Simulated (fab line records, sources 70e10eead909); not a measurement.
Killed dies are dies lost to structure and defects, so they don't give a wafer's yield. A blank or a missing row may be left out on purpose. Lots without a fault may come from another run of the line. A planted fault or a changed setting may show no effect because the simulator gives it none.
Tool commonality check | flow nand_harc | 12 lots, 36 wafers sampled

WHY IT WAS OPENED
At NHARC_THIN_TSV_INSPECT_40 the reading raw_defect_count is flagged on 2 of 12 lots. Wafers without a fault read 541, standard deviation 83.
Rule: a lot is flagged when every wafer of it that has a number lies more than 4 standard deviations from that mean, or none has a number. The other lots count as sound.

lot  | measured     | on                | raw_defect_count, wafer by wafer | flag
L236 | day 24 10:35 | defect_inspect-02 | 494 521 581                      |
L237 | day 24 10:35 | defect_inspect-01 | 506 507 517                      |
L239 | day 25 06:47 | defect_inspect-02 | 464 362 404                      |
L242 | day 26 16:25 | defect_inspect-01 | 704 582 459                      |
L244 | day 27 09:59 | defect_inspect-02 | 605 588 643                      |
L247 | day 28 14:05 | defect_inspect-01 | 460 518 502                      |
L249 | day 29 12:55 | defect_inspect-02 | 1021 1059 1067                   | FLAGGED
L248 | day 29 12:55 | defect_inspect-01 | 578 495 560                      |
L252 | day 30 03:18 | defect_inspect-02 | 1079 1037 997                    | FLAGGED
L257 | day 33 11:21 | defect_inspect-02 | 445 568 568                      |
L258 | day 33 21:46 | defect_inspect-02 | 588 524 665                      |
L259 | day 34 08:19 | defect_inspect-01 | 588 589 580                      |
The numbers of the flagged lots are 1043 on average: +502 against the usual, or +6 standard deviations.

WHICH TOOL RAN EACH LOT
The record holds 4 process steps before the reading, out of a route of 1302 steps. In each cell: the tool, then ch and the chambers that the sampled wafers went through, then the start.
lot  | flag    | NHARC_HYBRID_BOND_ACTIVATE_00      | NHARC_THIN_TSV_PRE_CLEAN_50             | NHARC_THIN_TSV_DEGAS_53      | NHARC_THIN_TSV_STRIP_57
L236 |         | rie_diel-07 ch 0,1,2, day 23 09:41 | pvd_sputter-01, day 24 03:22 or earlier | pvd_sputter-03, day 24 03:22 | wet_bench-10 ch 2,3,7, day 24 05:31
L237 |         | rie_diel-07 ch 0,2,3, day 23 12:12 | pvd_sputter-03, day 24 04:20 or earlier | pvd_sputter-03, day 24 04:20 | wet_bench-10 ch 0,2,7, day 24 06:29
L239 |         | rie_diel-06 ch 0,2,3, day 24 05:35 | pvd_sputter-01, day 24 22:55 or earlier | pvd_sputter-03, day 24 22:55 | wet_bench-10 ch 1,2,5, day 25 01:05
L242 |         | rie_diel-07 ch 0,1,2, day 25 16:31 | pvd_sputter-01, day 26 10:14 or earlier | pvd_sputter-01, day 26 10:14 | wet_bench-10 ch 1,2,7, day 26 12:23
L244 |         | rie_diel-06 ch 0,1, day 26 09:27   | pvd_sputter-02, day 27 02:50 or earlier | pvd_sputter-03, day 27 02:50 | wet_bench-08 ch 0,3,5, day 27 04:56
L247 |         | rie_diel-01 ch 0,2,3, day 27 11:58 | pvd_sputter-02, day 28 05:42 or earlier | pvd_sputter-02, day 28 05:42 | wet_bench-08 ch 1,3,6, day 28 07:54
L249 | FLAGGED | rie_diel-07 ch 0,1,3, day 28 15:32 | pvd_sputter-01, day 29 07:00 or earlier | pvd_sputter-01, day 29 07:00 | wet_bench-08 ch 2,6,7, day 29 09:00
L248 |         | rie_diel-07 ch 1,2,3, day 28 12:50 | pvd_sputter-03, day 29 05:38 or earlier | pvd_sputter-03, day 29 05:38 | wet_bench-08 ch 0,6,7, day 29 07:49
L252 | FLAGGED | rie_diel-06 ch 0,1,3, day 29 04:02 | pvd_sputter-01, day 29 21:09 or earlier | pvd_sputter-03, day 29 21:09 | wet_bench-08 ch 0,1,4, day 29 23:17
L257 |         | rie_diel-07 ch 1,2, day 31 23:56   | pvd_sputter-03, day 33 01:40 or earlier | pvd_sputter-03, day 33 01:40 | wet_bench-10 ch 2,5,6, day 33 03:47
L258 |         | rie_diel-06 ch 2,3, day 32 18:25   | pvd_sputter-02, day 33 11:47 or earlier | pvd_sputter-01, day 33 11:47 | wet_bench-08 ch 0,2,4, day 33 13:51
L259 |         | rie_diel-07 ch 0,2,3, day 33 03:43 | pvd_sputter-01, day 34 00:05 or earlier | pvd_sputter-01, day 34 00:05 | wet_bench-10 ch 0,3,5, day 34 02:08
What these steps do:
- NHARC_HYBRID_BOND_ACTIVATE_00: chemistry N2, time 60 s.
- NHARC_THIN_TSV_PRE_CLEAN_50: time 30 s.
- NHARC_THIN_TSV_DEGAS_53: time 60 s.
- NHARC_THIN_TSV_STRIP_57: strips in post etch residue remover, time 1200 s.
- NHARC_THIN_TSV_INSPECT_40

FLAGGED OVER TOTAL, TOOL BY TOOL (the gauges that took the reading come last)
step                          | tool              | lots run | flagged | share of the flagged lots | sound lots run after its first flagged lot
NHARC_HYBRID_BOND_ACTIVATE_00 | rie_diel-01       | 1        | 0       | none                      | -
NHARC_HYBRID_BOND_ACTIVATE_00 | rie_diel-06       | 4        | 1       | some                      | 1 (L258)
NHARC_HYBRID_BOND_ACTIVATE_00 | rie_diel-07       | 7        | 1       | some                      | 2 (L257,L259)
NHARC_THIN_TSV_PRE_CLEAN_50   | pvd_sputter-01    | 6        | 2       | all                       | 1 (L259)
NHARC_THIN_TSV_PRE_CLEAN_50   | pvd_sputter-02    | 3        | 0       | none                      | -
NHARC_THIN_TSV_PRE_CLEAN_50   | pvd_sputter-03    | 3        | 0       | none                      | -
NHARC_THIN_TSV_DEGAS_53       | pvd_sputter-01    | 4        | 1       | some                      | 2 (L258,L259)
NHARC_THIN_TSV_DEGAS_53       | pvd_sputter-02    | 1        | 0       | none                      | -
NHARC_THIN_TSV_DEGAS_53       | pvd_sputter-03    | 7        | 1       | some                      | 1 (L257)
NHARC_THIN_TSV_STRIP_57       | wet_bench-08      | 6        | 2       | all                       | 1 (L258)
NHARC_THIN_TSV_STRIP_57       | wet_bench-10      | 6        | 0       | none                      | -
NHARC_THIN_TSV_INSPECT_40     | defect_inspect-01 | 5        | 0       | none                      | -
NHARC_THIN_TSV_INSPECT_40     | defect_inspect-02 | 7        | 2       | all                       | 2 (L257,L258)
NHARC_THIN_TSV_PRE_CLEAN_50 gives no start for some lots, so the hours and the order of its lots are those of NHARC_THIN_TSV_DEGAS_53.

WHAT THE TABLE ALLOWS
3 rows of the table ran every flagged lot: pvd_sputter-01 at NHARC_THIN_TSV_PRE_CLEAN_50, wet_bench-08 at NHARC_THIN_TSV_STRIP_57, defect_inspect-02 at NHARC_THIN_TSV_INSPECT_40.
- pvd_sputter-01 at NHARC_THIN_TSV_PRE_CLEAN_50: 2 of its 6 lots flagged. Sound lots ran on it after the first flagged one (L259), which a lasting fault on the whole tool wouldn't allow.
- wet_bench-08 at NHARC_THIN_TSV_STRIP_57: 2 of its 6 lots flagged. Sound lots ran on it after the first flagged one (L258), which a lasting fault on the whole tool wouldn't allow.
- defect_inspect-02 at NHARC_THIN_TSV_INSPECT_40: 2 of its 7 lots flagged. Sound lots ran on it after the first flagged one (L257, L258), which a lasting fault on the whole tool wouldn't allow.
No row of the table ran every flagged lot and no sound lot after the first.

WHAT THE SIMULATOR HAD PUT IN
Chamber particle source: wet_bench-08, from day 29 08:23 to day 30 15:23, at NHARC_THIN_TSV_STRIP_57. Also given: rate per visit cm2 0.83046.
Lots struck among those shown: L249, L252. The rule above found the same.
